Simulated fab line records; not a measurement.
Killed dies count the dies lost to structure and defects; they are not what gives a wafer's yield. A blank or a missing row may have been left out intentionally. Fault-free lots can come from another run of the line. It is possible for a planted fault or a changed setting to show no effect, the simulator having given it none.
fab line records | flow nand_harc
record: lots: 5 | wafers: 15 | last_day: 33
route steps=1302 shown THIN_TSV@1278 END@1301
lots with no fault: from the same line, run without faults
start_h: hours from the record's first day to the start of the lot's first wafer shown | wait_h: hours from the lot's prior step to this one | " same as the row above | L1.1+2: a row that stands for several wafers | - no value, or no start was given | * or withheld: withheld | < > ~ a bound
route shown NAME@n: NAME is a module with steps in the file, n the number in the route of the first one | usual: mean/standard deviation taken from wafers without a fault | same: alike in all rows | chamber/n: place in a boat | sites: the reading at each site | _std_site: their standard deviation | _edge_site: the outer-site mean with the inner-site mean subtracted | radius_mm: how far each site lies from the wafer's centre | mask NAME#n: copy n | behind: tool/chamber where the wafer was last shaped | hold: what put the lot on hold/how long, in hours/how the hold closed | device: the transistor (n, p or np) that didn't switch | end of line: tests run on the same wafers once the route is complete | where a step has no rows: the recipe by itself | killed: not the wafer's yield, but the dies lost to structure and defects at the first sort | map: shows each die of a wafer: x if killed, . if not, _ if none is there
set.NAME: the setting as run; set.NAME@STEP: as run at that earlier step | model.NAME: the simulator's own value behind a step, which no gauge read
lots at some steps of the route; a table a step, a row a wafer
services: the hour from which a tool's chamber was out of use, counted from the record's first day as start_h (under 0 if before that day), plus the number of hours and why
== steps ==
step: NHARC_THIN_TSV_SRD_23
lot.wafer  | tool         | chamber | start_h | wait_h
L080.1+5+3 | wet_bench-10 | 0,2,3   | 611.19  | 0.0
L085.5+4+2 | wet_bench-10 | 7,0,1   | 672.12  | 0.0
L088.1+4+6 | wet_bench-10 | 1,4,5   | 694.45  | 0.0
L089.5+1+6 | wet_bench-08 | 6,7,0   | 695.29  | 0.0
L097.4+6+2 | wet_bench-10 | 3,5,7   | 778.85  | 0.0
step: NHARC_THIN_TSV_DEGAS_53
recipe: temp_c: 300 | time_s: 60
usual: heater_power_w: 468/38
lot.wafer | tool           | chamber | start_h | wait_h | heater_power_w
L080.3    | pvd_sputter-02 | -       | 611.31  | 0.1    | 422
L080.1    | "              | -       | "       | "      | 443
L080.5    | "              | -       | "       | "      | 422
L085.4    | pvd_sputter-01 | -       | 672.21  | 0.1    | 465
L085.2    | "              | -       | "       | "      | 465
L085.5    | "              | -       | "       | "      | 469
L088.4    | pvd_sputter-03 | -       | 694.55  | 0.1    | 457
L088.1    | "              | -       | "       | "      | 499
L088.6    | "              | -       | "       | "      | 541
L089.1    | pvd_sputter-01 | -       | 695.37  | 0.1    | 533
L089.6    | "              | -       | "       | "      | 540
L089.5    | "              | -       | "       | "      | 477
L097.2    | pvd_sputter-02 | -       | 778.93  | 0.1    | 399
L097.4    | "              | -       | "       | "      | 534
L097.6    | "              | -       | "       | "      | 408
step: NHARC_THIN_TSV_PRE_CLEAN_54
recipe: time_s: 30 | temp_c: 280 | gas: H2/He
usual: heater_power_w: 409/35
lot.wafer | tool           | chamber | start_h | wait_h | heater_power_w
L080.3    | pvd_sputter-02 | -       | 611.39  | 0.1    | 363
L080.1    | "              | -       | "       | "      | 381
L080.5    | "              | -       | "       | "      | 356
L085.4    | pvd_sputter-01 | -       | 672.29  | 0.1    | 395
L085.2    | "              | -       | "       | "      | 463
L085.5    | "              | -       | "       | "      | 404
L088.4    | pvd_sputter-03 | -       | 694.63  | 0.1    | 396
L088.1    | "              | -       | "       | "      | 441
L088.6    | "              | -       | "       | "      | 465
L089.1    | pvd_sputter-01 | -       | 695.48  | 0.1    | 397
L089.6    | "              | -       | "       | "      | 387
L089.5    | "              | -       | "       | "      | 464
L097.4    | pvd_sputter-02 | -       | 779.01  | 0.0    | 468
L097.2    | "              | -       | "       | "      | 354
L097.6    | "              | -       | "       | "      | 456
step: NHARC_THIN_TSV_PVD_55
recipe: target_thk_a: 500 | material: TiN
lot.wafer  | tool           | chamber | start_h | wait_h
L080.1+3+5 | pvd_sputter-02 | -       | 611.49  | 0.1
L085.2+4+5 | pvd_sputter-01 | -       | 672.38  | 0.1
L088.4+1+6 | pvd_sputter-03 | -       | 694.69  | 0.1
L089.1+5+6 | pvd_sputter-01 | -       | 695.54  | 0.1
L097.2+4+6 | pvd_sputter-02 | -       | 779.09  | 0.1
step: NHARC_THIN_TSV_PVD_24
recipe: target_thk_a: 8000 | power_w: withheld | chamber_pressure_pa: withheld | substrate_temp_c: withheld | time_s: withheld | gas: Ar | material: Al
lot.wafer  | tool           | chamber | start_h | wait_h
L080.1+3+5 | pvd_sputter-02 | -       | 611.67  | 0.2
L085.4+2+5 | pvd_sputter-01 | -       | 672.56  | 0.1
L088.1+4+6 | pvd_sputter-03 | -       | 694.96  | 0.2
L089.1+6+5 | pvd_sputter-01 | -       | 695.78  | 0.2
L097.4+2+6 | pvd_sputter-02 | -       | 779.24  | 0.1
step: NHARC_THIN_TSV_DEHYDRATE_25
recipe: temp_c: 150 | time_s: 120
lot.wafer  | tool           | chamber | start_h | wait_h
L080.1+3+5 | litho_track-05 | 0       | 612.05  | -
L085.2+4+5 | litho_track-05 | 0       | 672.94  | -
L088.1+4+6 | litho_track-03 | 0       | 695.26  | -
L089.1+5+6 | litho_track-03 | 0       | 696.08  | -
L097.2+4+6 | litho_track-05 | 0       | 779.65  | -
step: NHARC_THIN_TSV_HMDS_26
recipe: time_s: 30
lot.wafer  | tool           | chamber | start_h | wait_h
L080.1+3+5 | litho_track-05 | 0       | -       | -
L085.2+4+5 | litho_track-05 | 0       | -       | -
L088.1+4+6 | litho_track-03 | 0       | -       | -
L089.1+5+6 | litho_track-03 | 0       | -       | -
L097.2+4+6 | litho_track-05 | 0       | -       | -
step: NHARC_THIN_TSV_COAT_27
recipe: spin_rpm: *
lot.wafer  | tool           | chamber | start_h | wait_h
L080.1+3+5 | litho_track-05 | 0       | -       | -
L085.2+4+5 | litho_track-05 | 0       | -       | -
L088.1+4+6 | litho_track-03 | 0       | -       | -
L089.1+5+6 | litho_track-03 | 0       | -       | -
L097.2+4+6 | litho_track-05 | 0       | -       | -
step: NHARC_THIN_TSV_SOFTBAKE_28
recipe: temp_c: 122 | time_s: 95
lot.wafer  | tool           | chamber | start_h | wait_h
L080.1+3+5 | litho_track-05 | 0       | -       | -
L085.2+4+5 | litho_track-05 | 0       | -       | -
L088.1+4+6 | litho_track-03 | 0       | -       | -
L089.1+5+6 | litho_track-03 | 0       | -       | -
L097.2+4+6 | litho_track-05 | 0       | -       | -
step: NHARC_THIN_TSV_EBR_29
lot.wafer  | tool           | chamber | start_h | wait_h
L080.1+3+5 | litho_track-05 | 0       | -       | -
L085.2+4+5 | litho_track-05 | 0       | -       | -
L088.1+4+6 | litho_track-03 | 0       | -       | -
L089.1+5+6 | litho_track-03 | 0       | -       | -
L097.2+4+6 | litho_track-05 | 0       | -       | -
step: NHARC_THIN_TSV_EXPOSE_30
recipe: na: 0.55 | dose_mj: 11.47 | mask_id: PAD
usual: reticle_temp_C: 23.00/0.097
lot.wafer | tool           | chamber | start_h | wait_h | mask  | reticle_temp_C
L080.1    | krf_scanner-04 | 0       | 612.32  | -      | PAD#0 | 23.01
L080.3    | "              | 0       | "       | "      | PAD#0 | 22.95
L080.5    | "              | 0       | "       | "      | PAD#0 | 23.14
L085.2    | krf_scanner-04 | 0       | 673.21  | -      | PAD#0 | 23.10
L085.4    | "              | 0       | "       | "      | PAD#0 | 22.98
L085.5    | "              | 0       | "       | "      | PAD#0 | 23.04
L088.1    | krf_scanner-01 | 0       | 695.41  | -      | PAD#0 | 23.25
L088.4    | "              | 0       | "       | "      | PAD#0 | 22.93
L088.6    | "              | 0       | "       | "      | PAD#0 | 23.14
L089.1    | krf_scanner-02 | 0       | 696.35  | -      | PAD#0 | 22.89
L089.5    | "              | 0       | "       | "      | PAD#0 | 22.91
L089.6    | "              | 0       | "       | "      | PAD#0 | 23.00
L097.2    | krf_scanner-02 | 0       | 779.93  | -      | PAD#0 | 23.12
L097.4    | "              | 0       | "       | "      | PAD#0 | 22.95
L097.6    | "              | 0       | "       | "      | PAD#0 | 22.90
step: NHARC_THIN_TSV_PEB_31
recipe: peb_temp_c: 118 | peb_time_s: 85
lot.wafer  | tool           | chamber | start_h | wait_h
L080.1+3+5 | litho_track-05 | 0       | 612.39  | 0.1
L085.2+4+5 | litho_track-05 | 0       | 673.27  | 0.1
L088.1+4+6 | litho_track-05 | 0       | 695.47  | 0.1
L089.1+5+6 | litho_track-05 | 0       | 696.42  | 0.1
L097.2+4+6 | litho_track-05 | 0       | 779.99  | 0.1
step: NHARC_THIN_TSV_DEVELOP_32
recipe: time_s: 70
lot.wafer  | tool           | chamber | start_h | wait_h
L080.1+3+5 | litho_track-05 | 0       | -       | -
L085.2+4+5 | litho_track-05 | 0       | -       | -
L088.1+4+6 | litho_track-05 | 0       | -       | -
L089.1+5+6 | litho_track-05 | 0       | -       | -
L097.2+4+6 | litho_track-05 | 0       | -       | -
step: NHARC_THIN_TSV_CD_MEAS_33
recipe: target_cd_nm: 5000 | landing_energy_ev: 500
usual: cd_nm: 4999.5/1.5
lot.wafer | tool      | chamber | start_h | wait_h | cd_nm
L080.1    | cd_sem-01 | 0       | 612.48  | -      | 4995.9
L080.3    | "         | 0       | "       | "      | 4995.6
L080.5    | "         | 0       | "       | "      | 4997.7
L085.2    | cd_sem-03 | 0       | 673.36  | -      | 4997.5
L085.4    | "         | 0       | "       | "      | 4996.6
L085.5    | "         | 0       | "       | "      | 4998.2
L088.1    | cd_sem-02 | 0       | 695.56  | -      | 5002.0
L088.4    | "         | 0       | "       | "      | 5000.6
L088.6    | "         | 0       | "       | "      | 4998.3
L089.1    | cd_sem-02 | 0       | 696.51  | -      | 4999.7
L089.5    | "         | 0       | "       | "      | 4998.7
L089.6    | "         | 0       | "       | "      | 4998.7
L097.2    | cd_sem-01 | 0       | 780.08  | -      | 4998.2
L097.4    | "         | 0       | "       | "      | 4996.7
L097.6    | "         | 0       | "       | "      | 4997.6
step: NHARC_THIN_TSV_HARDBAKE_34
recipe: temp_c: 125 | time_s: 80
lot.wafer  | tool           | chamber | start_h | wait_h
L080.1+3+5 | litho_track-07 | 0       | 612.56  | -
L085.2+4+5 | litho_track-07 | 0       | 673.44  | -
L088.1+4+6 | litho_track-07 | 0       | 695.64  | -
L089.1+5+6 | litho_track-07 | 0       | 696.59  | -
L097.2+4+6 | litho_track-05 | 0       | 780.16  | -
step: NHARC_THIN_TSV_DESCUM_35
recipe: time_s: 3 | o2_flow_sccm: 200 | ar_flow_sccm: 0 | bias_power_w: 0 | chemistry: O2
usual: drypump_motor_current_A: 5.8/0.49 | oes_product_au: 0.997/0.0089 | rf_vpp_V: 57.8/0.86 | showerhead_plenum_p_Torr: 1.91/0.088 | throttle_valve_pct: 11.311/0.0093
same: bias_power_w: 0
lot.wafer | tool        | chamber | start_h | wait_h | drypump_motor_current_A | oes_product_au | rf_hours_counter_h | rf_vpp_V | showerhead_plenum_p_Torr | throttle_valve_pct
L080.3    | rie_diel-07 | 2       | 612.64  | -      | 5.9                     | 0.988          | 6                  | 56.4     | 1.91                     | 11.330
L080.1    | "           | 3       | "       | "      | 5.5                     | 0.985          | 6                  | 57.2     | 1.87                     | 11.310
L080.5    | "           | 3       | "       | "      | 5.5                     | 0.990          | -                  | 59.1     | 1.86                     | 11.303
L085.2    | rie_diel-09 | 0       | 673.52  | -      | 6.4                     | 1.006          | 7                  | 57.3     | 1.86                     | 11.304
L085.4    | "           | 2       | "       | "      | 5.5                     | 1.002          | 9                  | 57.4     | 1.79                     | 11.309
L085.5    | "           | 0       | "       | "      | 6.4                     | 0.999          | -                  | 55.9     | 1.86                     | 11.315
L088.4    | rie_diel-07 | 0       | 695.75  | -      | 5.0                     | 1.009          | 2                  | 58.0     | 1.90                     | 11.323
L088.1    | "           | 1       | "       | "      | 6.7                     | 0.994          | 2                  | 57.8     | 2.00                     | 11.319
L088.6    | "           | 3       | "       | "      | 5.5                     | 1.015          | -                  | 58.7     | 1.86                     | 11.324
L089.1    | rie_diel-11 | 0       | 696.71  | -      | 5.9                     | 0.983          | 4                  | 57.7     | 1.81                     | 11.318
L089.5    | "           | 1       | "       | "      | 6.2                     | 0.995          | -                  | 58.3     | 1.97                     | 11.305
L089.6    | "           | 2       | "       | "      | 5.7                     | 1.005          | -                  | 58.7     | 2.05                     | 11.318
L097.4    | rie_diel-09 | 2       | 780.25  | -      | 5.5                     | 0.986          | 4                  | 58.2     | 1.79                     | 11.316
L097.2    | "           | 3       | "       | "      | 5.4                     | 0.977          | 3                  | 58.1     | 2.05                     | 11.304
L097.6    | "           | 2       | "       | "      | 5.5                     | 0.979          | -                  | 57.8     | 1.79                     | 11.312
step: NHARC_THIN_TSV_ETCH_59
recipe: target_depth_a: 8800 | icp_w: 900 | bias_w: 100 | Cl2_flow_sccm: 60 | bcl3_flow_sccm: 30 | time_s: 138.1 | chemistry: Cl2/BCl3
usual: drypump_motor_current_A: 5.90/0.28 | oes_product_au: 0.999/0.011 | throttle_valve_pct: 22.264/0.009
lot.wafer | tool         | chamber | start_h | wait_h | drypump_motor_current_A | oes_product_au | rf_hours_counter_h | throttle_valve_pct
L080.1    | rie_metal-03 | 1       | 612.80  | 0.1    | 6.02                    | 1.002          | 1.6                | 22.263
L080.3    | "            | 0       | "       | "      | 5.67                    | 1.009          | -                  | 22.269
L080.5    | "            | 0       | "       | "      | 5.72                    | 1.005          | -                  | 22.261
L085.2    | rie_metal-01 | 1       | 673.68  | 0.2    | 6.08                    | 1.013          | 1.9                | 22.274
L085.4    | "            | 1       | "       | "      | 6.11                    | 1.010          | -                  | 22.273
L085.5    | "            | 1       | "       | "      | 6.09                    | 1.015          | -                  | 22.273
L088.1    | rie_metal-02 | 0       | 695.85  | 0.1    | 5.90                    | 0.991          | 0.6                | 22.277
L088.4    | "            | 0       | "       | "      | 5.91                    | 0.995          | -                  | 22.272
L088.6    | "            | 1       | "       | "      | 5.61                    | 0.987          | -                  | 22.272
L089.1    | rie_metal-01 | 1       | 696.81  | 0.1    | 6.13                    | 1.022          | 2.2                | 22.244
L089.5    | "            | 1       | "       | "      | 6.10                    | 1.017          | -                  | 22.248
L089.6    | "            | 0       | "       | "      | 6.65                    | 1.012          | -                  | 22.281
L097.2    | rie_metal-03 | 1       | 780.40  | 0.1    | 6.00                    | 0.988          | 1.6                | 22.266
L097.4    | "            | 1       | "       | "      | 5.99                    | 0.986          | -                  | 22.255
L097.6    | "            | 0       | "       | "      | 5.72                    | 1.007          | -                  | 22.251
step: NHARC_THIN_TSV_ETCH_36
recipe: target_depth_a: 650 | over_etch_frac: 0.3 | time_s: 18.571 | ion_energy_ev: 150 | chemistry: Cl2/BCl3
usual: drypump_motor_current_A: 5.90/0.27 | oes_product_au: 1.000/0.01
lot.wafer | tool         | chamber | start_h | wait_h | drypump_motor_current_A | oes_product_au | rf_hours_counter_h
L080.1    | rie_metal-03 | 0       | 613.03  | 0.2    | 5.73                    | 1.003          | 1.8
L080.3    | "            | 0       | "       | "      | 5.71                    | 1.006          | -
L080.5    | "            | 1       | "       | "      | 6.02                    | 1.005          | -
L085.2    | rie_metal-01 | 1       | 673.91  | 0.2    | 6.10                    | 1.022          | 2.0
L085.4    | "            | 1       | "       | "      | 6.11                    | 1.012          | -
L085.5    | "            | 0       | "       | "      | 6.60                    | 1.005          | -
L088.1    | rie_metal-02 | 0       | 696.11  | 0.2    | 5.90                    | 0.992          | 0.7
L088.4    | "            | 0       | "       | "      | 5.85                    | 1.007          | -
L088.6    | "            | 1       | "       | "      | 5.60                    | 0.988          | -
L089.1    | rie_metal-01 | 1       | 697.14  | 0.3    | 6.09                    | 1.025          | 2.3
L089.5    | "            | 0       | "       | "      | 6.61                    | 1.011          | -
L089.6    | "            | 1       | "       | "      | 6.11                    | 1.026          | -
L097.2    | rie_metal-03 | 0       | 780.63  | 0.2    | 5.68                    | 1.007          | 1.8
L097.4    | "            | 0       | "       | "      | 5.69                    | 1.007          | -
L097.6    | "            | 0       | "       | "      | 5.69                    | 1.004          | -
step: NHARC_THIN_TSV_STRIP_56
recipe: power_w: 1500 | temp_c: 250 | chemistry: O2
usual: drypump_motor_current_A: 5.7/0.37 | heater_power_w: 334/36
lot.wafer | tool            | chamber | start_h | wait_h | drypump_motor_current_A | heater_power_w | rf_hours_counter_h
L080.1    | plasma_asher-02 | 0       | 613.13  | 0.1    | 5.6                     | 336            | 0
L080.3    | "               | 0       | "       | "      | 5.7                     | 335            | -
L080.5    | "               | 0       | "       | "      | 5.7                     | 338            | -
L085.2    | plasma_asher-01 | 1       | 674.05  | 0.1    | 5.5                     | 299            | 30
L085.4    | "               | 0       | "       | "      | 6.2                     | 381            | -
L085.5    | "               | 0       | "       | "      | 6.2                     | 378            | -
L088.1    | plasma_asher-02 | 0       | 696.20  | 0.1    | 5.7                     | 336            | 17
L088.4    | "               | 1       | "       | "      | 5.2                     | 343            | -
L088.6    | "               | 1       | "       | "      | 5.2                     | 331            | -
L089.1    | plasma_asher-02 | 1       | 697.35  | 0.2    | 5.2                     | 346            | 18
L089.5    | "               | 1       | "       | "      | 5.2                     | 333            | -
L089.6    | "               | 0       | "       | "      | 5.7                     | 333            | -
L097.2    | plasma_asher-01 | 0       | 780.77  | 0.1    | 6.2                     | 372            | 14
L097.4    | "               | 0       | "       | "      | 6.2                     | 373            | -
L097.6    | "               | 0       | "       | "      | 6.2                     | 383            | -
step: NHARC_THIN_TSV_STRIP_57
recipe: time_s: 1200 | temp_c: 72.5 | chemistry: post_etch_residue_remover
lot.wafer  | tool         | chamber | start_h | wait_h
L080.1+3+5 | wet_bench-08 | 3,5,7   | 613.49  | 0.3
L085.4+5+2 | wet_bench-08 | 7,0,2   | 674.37  | 0.2
L088.1+6+4 | wet_bench-10 | 7,2,3   | 696.56  | 0.3
L089.5+1+6 | wet_bench-08 | 6,7,0   | 697.69  | 0.1
L097.6+2+4 | wet_bench-08 | 3,4,5   | 781.07  | 0.1
step: NHARC_THIN_TSV_CD_MEAS_37
usual: cd_nm: 4999.2/2.6
lot.wafer | tool      | chamber | start_h | wait_h | cd_nm
L080.1    | cd_sem-03 | -       | 613.92  | -      | 5000.3
L080.3    | "         | -       | "       | "      | 4996.3
L080.5    | "         | -       | "       | "      | 4998.5
L085.2    | cd_sem-03 | -       | 674.80  | -      | 4995.7
L085.4    | "         | -       | "       | "      | 4995.6
L085.5    | "         | -       | "       | "      | 4994.7
L088.1    | cd_sem-03 | -       | 697.00  | -      | 4999.9
L088.4    | "         | -       | "       | "      | 5001.7
L088.6    | "         | -       | "       | "      | 5001.2
L089.1    | cd_sem-01 | -       | 698.14  | -      | 4999.6
L089.5    | "         | -       | "       | "      | 4999.0
L089.6    | "         | -       | "       | "      | 5000.1
L097.2    | cd_sem-01 | -       | 781.52  | -      | 4996.7
L097.4    | "         | -       | "       | "      | 4994.4
L097.6    | "         | -       | "       | "      | 4995.7
step: NHARC_THIN_TSV_ANNEAL_58
recipe: temp_c: 400 | time_s: 1800
usual: spike_tc_upper_C: 399.6/1.5 | tube_center_temp_C: 400/0.036 | zone_power_centre_pct: 4.96/0.19 | zone_power_lower_pct: 5.1/0.58
lot.wafer | tool       | chamber | start_h | wait_h | spike_tc_upper_C | tube_center_temp_C | zone_power_centre_pct | zone_power_lower_pct
L080.1    | furnace-04 | 0       | 618.98  | 5.1    | 401.6            | 400.07             | 4.89                  | 4.5
L080.3    | "          | 0       | "       | "      | 401.6            | 399.98             | 4.87                  | 4.5
L080.5    | "          | 0       | "       | "      | 401.2            | 400.01             | 4.83                  | 4.6
L085.2    | furnace-03 | 0       | 677.88  | 3.1    | 401.9            | 400.05             | 5.30                  | 6.1
L085.4    | "          | 0       | "       | "      | 400.2            | 400.03             | 5.24                  | 6.2
L085.5    | "          | 0       | "       | "      | 398.0            | 400.01             | 5.35                  | 6.1
L088.1    | furnace-04 | 0       | 700.15  | 3.1    | 401.9            | 399.98             | 4.95                  | 4.5
L088.4    | "          | 0       | "       | "      | 400.0            | 400.07             | 4.95                  | 4.6
L088.6    | "          | 0       | "       | "      | 401.2            | 399.98             | 4.96                  | 4.5
L089.1    | furnace-04 | 0       | 700.15  | 2.0    | 399.8            | 400                | 4.87                  | 4.5
L089.5    | "          | 0       | "       | "      | 400.4            | 399.99             | 4.87                  | 4.5
L089.6    | "          | 0       | "       | "      | 398.1            | 399.99             | 4.88                  | 4.5
L097.2    | furnace-05 | 0       | 792.25  | 10.7   | 397.9            | 400.02             | 4.88                  | 5.0
L097.4    | "          | 0       | "       | "      | 399.3            | 399.98             | 4.81                  | 5.0
L097.6    | "          | 0       | "       | "      | 399.2            | 400.05             | 4.78                  | 5.1
step: NHARC_THIN_TSV_INSPECT_40
usual: raw_defect_count: 533/82
lot.wafer | tool              | chamber | start_h | wait_h | raw_defect_count
L080.1    | defect_inspect-02 | -       | 620.40  | 0.4    | 766
L080.3    | "                 | -       | "       | "      | 596
L080.5    | "                 | -       | "       | "      | 641
L085.2    | defect_inspect-01 | -       | 679.34  | 0.4    | 507
L085.4    | "                 | -       | "       | "      | 497
L085.5    | "                 | -       | "       | "      | 499
L088.1    | defect_inspect-02 | -       | 701.57  | 0.4    | 562
L088.4    | "                 | -       | "       | "      | 620
L088.6    | "                 | -       | "       | "      | 532
L089.1    | defect_inspect-01 | -       | 701.57  | 0.4    | 397
L089.5    | "                 | -       | "       | "      | 558
L089.6    | "                 | -       | "       | "      | 378
L097.2    | defect_inspect-02 | -       | 793.70  | 0.4    | 415
L097.4    | "                 | -       | "       | "      | 393
L097.6    | "                 | -       | "       | "      | 471
step: NHARC_END_WLT_00
usual: VT_DECK1_BOTTOM: 0.873/0.0069 | VT_DECK1_BOTTOM_INNER: 0.873/0.0067 | VT_DECK1_MEDIAN_NEAR_BOTTOM: 0.874/0.0064 | VT_DECK1_MEDIAN_NEAR_BOTTOM_INNER: 0.874/0.0073 | VT_DECK1_MIDDLE: 0.885/0.0064 | VT_DECK1_MIDDLE_INNER: 0.886/0.0063 | VT_DECK1_TOP: 0.896/0.0069 | VT_DECK1_TOP_INNER: 0.897/0.0065 | VT_DECK2_BOTTOM: 0.873/0.0061 | VT_DECK2_BOTTOM_INNER: 0.874/0.007 | VT_DECK2_MEDIAN_NEAR_BOTTOM: 0.875/0.0066 | VT_DECK2_MEDIAN_NEAR_BOTTOM_INNER: 0.874/0.0073 | VT_DECK2_MIDDLE: 0.887/0.0059 | VT_DECK2_MIDDLE_INNER: 0.887/0.0072 | VT_DECK2_TOP: 0.898/0.0065 | VT_DECK2_TOP_INNER: 0.898/0.0067
lot.wafer | tool      | chamber | start_h | wait_h | VT_DECK1_BOTTOM | VT_DECK1_BOTTOM_INNER | VT_DECK1_MEDIAN_NEAR_BOTTOM | VT_DECK1_MEDIAN_NEAR_BOTTOM_INNER | VT_DECK1_MIDDLE | VT_DECK1_MIDDLE_INNER | VT_DECK1_TOP | VT_DECK1_TOP_INNER | VT_DECK2_BOTTOM | VT_DECK2_BOTTOM_INNER | VT_DECK2_MEDIAN_NEAR_BOTTOM | VT_DECK2_MEDIAN_NEAR_BOTTOM_INNER | VT_DECK2_MIDDLE | VT_DECK2_MIDDLE_INNER | VT_DECK2_TOP | VT_DECK2_TOP_INNER
L080.1    | prober-01 | -       | 620.45  | 0.0    | 0.864           | 0.864                 | 0.858                       | 0.863                             | 0.866           | 0.871                 | 0.893        | 0.883              | 0.870           | 0.869                 | 0.873                       | 0.879                             | 0.878           | 0.882                 | 0.893        | 0.893
L080.3    | "         | -       | "       | "      | 0.862           | 0.868                 | 0.866                       | 0.869                             | 0.870           | 0.873                 | 0.880        | 0.894              | 0.874           | 0.872                 | 0.875                       | 0.882                             | 0.888           | 0.883                 | 0.895        | 0.889
L080.5    | "         | -       | "       | "      | 0.870           | 0.871                 | 0.864                       | 0.873                             | 0.869           | 0.879                 | 0.880        | 0.890              | 0.869           | 0.868                 | 0.875                       | 0.877                             | 0.888           | 0.875                 | 0.885        | 0.891
L085.2    | prober-02 | -       | 679.89  | 0.6    | 0.870           | 0.881                 | 0.876                       | 0.858                             | 0.884           | 0.882                 | 0.889        | 0.897              | 0.877           | 0.885                 | 0.880                       | 0.882                             | 0.886           | 0.890                 | 0.901        | 0.908
L085.4    | "         | -       | "       | "      | 0.865           | 0.874                 | 0.877                       | 0.871                             | 0.886           | 0.877                 | 0.892        | 0.901              | 0.880           | 0.875                 | 0.873                       | 0.875                             | 0.888           | 0.882                 | 0.899        | 0.905
L085.5    | "         | -       | "       | "      | 0.877           | 0.872                 | 0.883                       | 0.880                             | 0.889           | 0.880                 | 0.888        | 0.885              | 0.871           | 0.886                 | 0.880                       | 0.879                             | 0.894           | 0.880                 | 0.905        | 0.901
L089.1    | prober-01 | -       | 701.62  | 0.0    | 0.874           | 0.872                 | 0.880                       | 0.873                             | 0.879           | 0.890                 | 0.897        | 0.895              | 0.887           | 0.872                 | 0.871                       | 0.885                             | 0.887           | 0.898                 | 0.902        | 0.899
L089.5    | "         | -       | 703.63  | 2.0    | 0.869           | 0.873                 | 0.871                       | 0.872                             | 0.892           | 0.886                 | 0.899        | 0.903              | 0.876           | 0.880                 | 0.874                       | 0.872                             | 0.890           | 0.893                 | 0.899        | 0.896
L089.6    | "         | -       | "       | "      | 0.873           | 0.865                 | 0.874                       | 0.872                             | 0.888           | 0.889                 | 0.899        | 0.899              | 0.872           | 0.868                 | 0.875                       | 0.868                             | 0.888           | 0.891                 | 0.900        | 0.895
L088.1    | prober-02 | -       | 701.63  | 0.1    | 0.870           | 0.869                 | 0.874                       | 0.862                             | 0.884           | 0.886                 | 0.891        | 0.897              | 0.873           | 0.873                 | 0.873                       | 0.871                             | 0.884           | 0.874                 | 0.903        | 0.898
L088.4    | "         | -       | 703.15  | 1.6    | 0.870           | 0.870                 | 0.880                       | 0.872                             | 0.886           | 0.881                 | 0.896        | 0.902              | 0.869           | 0.867                 | 0.872                       | 0.875                             | 0.890           | 0.888                 | 0.904        | 0.890
L088.6    | "         | -       | 704.16  | 2.6    | 0.869           | 0.875                 | 0.871                       | 0.868                             | 0.873           | 0.884                 | 0.894        | 0.888              | 0.876           | 0.879                 | 0.880                       | 0.877                             | 0.892           | 0.886                 | 0.896        | 0.898
L097.2    | prober-02 | -       | 794.25  | 0.6    | 0.878           | 0.871                 | 0.873                       | 0.867                             | 0.889           | 0.894                 | 0.898        | 0.895              | 0.869           | 0.873                 | 0.871                       | 0.871                             | 0.888           | 0.886                 | 0.891        | 0.896
L097.4    | "         | -       | 795.25  | 1.6    | 0.878           | 0.878                 | 0.873                       | 0.874                             | 0.878           | 0.883                 | 0.901        | 0.905              | 0.865           | 0.866                 | 0.865                       | 0.872                             | 0.882           | 0.883                 | 0.897        | 0.894
L097.6    | "         | -       | "       | "      | 0.872           | 0.885                 | 0.876                       | 0.880                             | 0.892           | 0.889                 | 0.890        | 0.902              | 0.863           | 0.871                 | 0.869                       | 0.866                             | 0.885           | 0.887                 | 0.890        | 0.902
step: NHARC_END_SORT_01
recipe: temp_c: 25
usual: defect_limited_yield: 91.1/2.7 | killed_at_array: 55/19 | killed_at_other: 0.6/0.99 | killed_at_periphery: 4.2/2.6 | killed_dies: 60/18 | killed_open: 3.4/1.7 | killed_short: 2.3/1.5
same: gross_dies: 677
lot.wafer | tool      | chamber | start_h | wait_h | defect_limited_yield[%] | killed_at_array | killed_at_other | killed_at_periphery | killed_dies | killed_open | killed_short
L088.1    | prober-02 | 0       | 704.66  | 2.5    | 90.3                    | 61              | 3               | 2                   | 66          | 6           | 0
L088.4    | prober-02 | 0       | 707.03  | 3.4    | 90.5                    | 58              | 4               | 2                   | 64          | 3           | 3
L088.6    | prober-02 | 0       | 708.61  | 3.9    | 90.7                    | 61              | 1               | 1                   | 63          | 3           | 5
killed by level:class
L088.1 A_SLIT:chamber_film_flake=30 A_CHANNEL_HOLE_D1:chamber_film_flake=10 A_CONTACT:chamber_film_flake=10 A_CHANNEL_FILL_D2:chamber_film_flake=3 THIN_TSV:chamber_film_flake=3 A_SGD_CUT:geometric_particle:open=2 A_DECK1_JOINT:chamber_film_flake=2 P_CONTACT:geometric_particle:open=1
L088.4 A_SLIT:chamber_film_flake=38 A_CONTACT:chamber_film_flake=6 A_CHANNEL_HOLE_D1:chamber_film_flake=5 THIN_TSV:chamber_film_flake=3 A_STAIRCASE:chamber_film_flake=2 A_WL_FILL:chamber_film_flake=2 P_STI:geometric_particle:short=1 A_SOURCE_PLATE:geometric_particle:open=1
L088.6 A_SLIT:chamber_film_flake=34 A_CONTACT:chamber_film_flake=8 A_CHANNEL_HOLE_D1:chamber_film_flake=3 A_CHANNEL_FILL_D2:chamber_film_flake=3 A_ONON_D2:geometric_particle:open=2 A_ZERO_WELL:chamber_film_flake=2 A_WL_FILL:chamber_film_flake=2 P_M1:geometric_particle:short=1
== services ==
tool            | chamber | start_h | hours | kind
litho_track-07  | -       | 601.00  | 7.0   | pm
rie_diel-07     | 0       | 601.91  | 3.2   | repair
plasma_asher-02 | -       | 603.08  | 9.0   | pm
krf_scanner-02  | -       | 610.00  | 4.0   | pm
pvd_sputter-02  | -       | 617.40  | 8.5   | repair
litho_track-03  | -       | 625.00  | 7.0   | pm
rie_metal-02    | -       | 631.00  | 9.0   | pm
pvd_sputter-02  | -       | 638.80  | 10.0  | pm
wet_bench-08    | -       | 646.40  | 8.0   | pm
rie_diel-07     | -       | 648.23  | 9.0   | pm
litho_track-05  | -       | 649.00  | 7.0   | pm
krf_scanner-04  | -       | 657.48  | 6.1   | repair
wet_bench-10    | -       | 663.20  | 8.0   | pm
rie_diel-07     | 1       | 669.77  | 2.2   | repair
rie_diel-09     | -       | 674.13  | 9.0   | pm
rie_metal-03    | -       | 696.00  | 9.0   | pm
pvd_sputter-01  | -       | 705.94  | 2.8   | repair
pvd_sputter-03  | -       | 710.05  | 10.0  | pm
rie_metal-03    | -       | 720.14  | 2.9   | repair
pvd_sputter-02  | -       | 721.15  | 8.4   | repair
rie_metal-01    | -       | 752.00  | 9.0   | pm
pvd_sputter-01  | -       | 761.23  | 10.0  | pm
litho_track-07  | -       | 776.00  | 7.0   | pm
plasma_asher-02 | -       | 780.08  | 9.0   | pm
== key ==
fault none
